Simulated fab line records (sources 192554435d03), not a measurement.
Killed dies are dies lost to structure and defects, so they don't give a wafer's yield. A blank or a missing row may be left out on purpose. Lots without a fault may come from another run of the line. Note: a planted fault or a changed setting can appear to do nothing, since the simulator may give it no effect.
Matching of chambers :: flow n5-finfet :: rie-diel-01 running N5_SD_EPI_N_ETCHBACK_44: 4 sister chambers
The step etches SiNx in CH3F/O2, stops on SiO2, target depth 14.5 nm. 16 wafers are shown with their chamber, then 8 later ones without.

== WAFERS WITH THEIR CHAMBER ==
wafer: L080.1
chamber: 0
showerhead-plenum-p-Torr (Torr): 1.96
throttle-valve-pct (%): 16.24
oes-product-au (a.u.): 0.76

wafer: L080.2
chamber: 2
showerhead-plenum-p-Torr (Torr): 2.02
throttle-valve-pct (%): 16.23
oes-product-au (a.u.): 0.69

wafer: L080.3
chamber: 1
showerhead-plenum-p-Torr (Torr): 1.89
throttle-valve-pct (%): 16.57
oes-product-au (a.u.): 0.60

wafer: L082.4
chamber: 1
showerhead-plenum-p-Torr (Torr): 1.89
throttle-valve-pct (%): 16.59
oes-product-au (a.u.): 0.59

wafer: L082.5
chamber: 1
showerhead-plenum-p-Torr (Torr): 1.89
throttle-valve-pct (%): 16.57
oes-product-au (a.u.): 0.59

wafer: L082.6
chamber: 0
showerhead-plenum-p-Torr (Torr): 1.96
throttle-valve-pct (%): 16.25
oes-product-au (a.u.): 0.76

wafer: L083.3
chamber: 3
showerhead-plenum-p-Torr (Torr): 1.95
throttle-valve-pct (%): 16.25
oes-product-au (a.u.): 0.69

wafer: L083.4
chamber: 0
showerhead-plenum-p-Torr (Torr): 1.96
throttle-valve-pct (%): 16.25
oes-product-au (a.u.): 0.76

wafer: L083.6
chamber: 3
showerhead-plenum-p-Torr (Torr): 1.95
throttle-valve-pct (%): 16.25
oes-product-au (a.u.): 0.69

wafer: L084.1
chamber: 2
showerhead-plenum-p-Torr (Torr): 2.02
throttle-valve-pct (%): 16.27
oes-product-au (a.u.): 0.68

wafer: L084.4
chamber: 2
showerhead-plenum-p-Torr (Torr): 2.02
throttle-valve-pct (%): 16.26
oes-product-au (a.u.): 0.68

wafer: L084.6
chamber: 0
showerhead-plenum-p-Torr (Torr): 1.96
throttle-valve-pct (%): 16.27
oes-product-au (a.u.): 0.75

wafer: L087.1
chamber: 2
showerhead-plenum-p-Torr (Torr): 2.02
throttle-valve-pct (%): 16.30
oes-product-au (a.u.): 0.67

wafer: L087.4
chamber: 0
showerhead-plenum-p-Torr (Torr): 1.95
throttle-valve-pct (%): 16.28
oes-product-au (a.u.): 0.73

wafer: L087.5
chamber: 0
showerhead-plenum-p-Torr (Torr): 1.95
throttle-valve-pct (%): 16.29
oes-product-au (a.u.): 0.73

wafer: L089.3
chamber: 0
showerhead-plenum-p-Torr (Torr): 1.95
throttle-valve-pct (%): 16.32
oes-product-au (a.u.): 0.73

SIGNATURES (averages over the wafers above)
reading: showerhead-plenum-p-Torr
chamber 0: 1.9557
chamber 1: 1.8900
chamber 2: 2.0200
chamber 3: 1.9500
scatter within a chamber: 0.00378

reading: throttle-valve-pct
chamber 0: 16.2714
chamber 1: 16.5767
chamber 2: 16.2650
chamber 3: 16.2500
scatter within a chamber: 0.0249

reading: oes-product-au
chamber 0: 0.7457
chamber 1: 0.5933
chamber 2: 0.6800
chamber 3: 0.6900
scatter within a chamber: 0.0117
Rule: for each reading, subtract the chamber's mean from the wafer's reading, divide by that reading's scatter and square the result; add these up over the readings and take the root, which gives the wafer's distance from the chamber. If the next closest chamber is less than 2 further off than the closest, the wafer can't be placed; otherwise it belongs to the closest. The scatter is the square root of a quotient: the sum, over the shown wafers, of each reading's squared deviation from its chamber's mean, divided by wafers minus chambers.

== WAFERS WITH NO CHAMBER GIVEN ==
wafer: L089.4
showerhead-plenum-p-Torr (Torr): 1.89
throttle-valve-pct (%): 16.60
oes-product-au (a.u.): 0.58

wafer: L089.6
showerhead-plenum-p-Torr (Torr): 1.94
throttle-valve-pct (%): 16.26
oes-product-au (a.u.): 0.68

wafer: L091.2
showerhead-plenum-p-Torr (Torr): 1.94
throttle-valve-pct (%): 16.30
oes-product-au (a.u.): 0.68

wafer: L091.4
showerhead-plenum-p-Torr (Torr): 1.95
throttle-valve-pct (%): 16.30
oes-product-au (a.u.): 0.72

wafer: L091.5
showerhead-plenum-p-Torr (Torr): 2.01
throttle-valve-pct (%): 16.29
oes-product-au (a.u.): 0.66

wafer: L092.1
showerhead-plenum-p-Torr (Torr): 1.94
throttle-valve-pct (%): 16.30
oes-product-au (a.u.): 0.67

wafer: L092.2
showerhead-plenum-p-Torr (Torr): 1.95
throttle-valve-pct (%): 16.31
oes-product-au (a.u.): 0.72

wafer: L092.5
showerhead-plenum-p-Torr (Torr): 1.95
throttle-valve-pct (%): 16.32
oes-product-au (a.u.): 0.72

== WHICH CHAMBER EACH WENT THROUGH ==
wafer: L089.4
from the rows above: 1
in truth: 1

wafer: L089.6
from the rows above: 3
in truth: 3

wafer: L091.2
from the rows above: 3
in truth: 3

wafer: L091.4
from the rows above: can't be placed: 0 or 3
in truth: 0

wafer: L091.5
from the rows above: 2
in truth: 2

wafer: L092.1
from the rows above: 3
in truth: 3

wafer: L092.2
from the rows above: can't be placed: 0 or 3
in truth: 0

wafer: L092.5
from the rows above: can't be placed: 0 or 3
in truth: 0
Placed correctly: 5 of 8. Cannot be placed on the basis of these rows: 3; the candidates contain the true chamber in 3. Placed wrongly: 0.
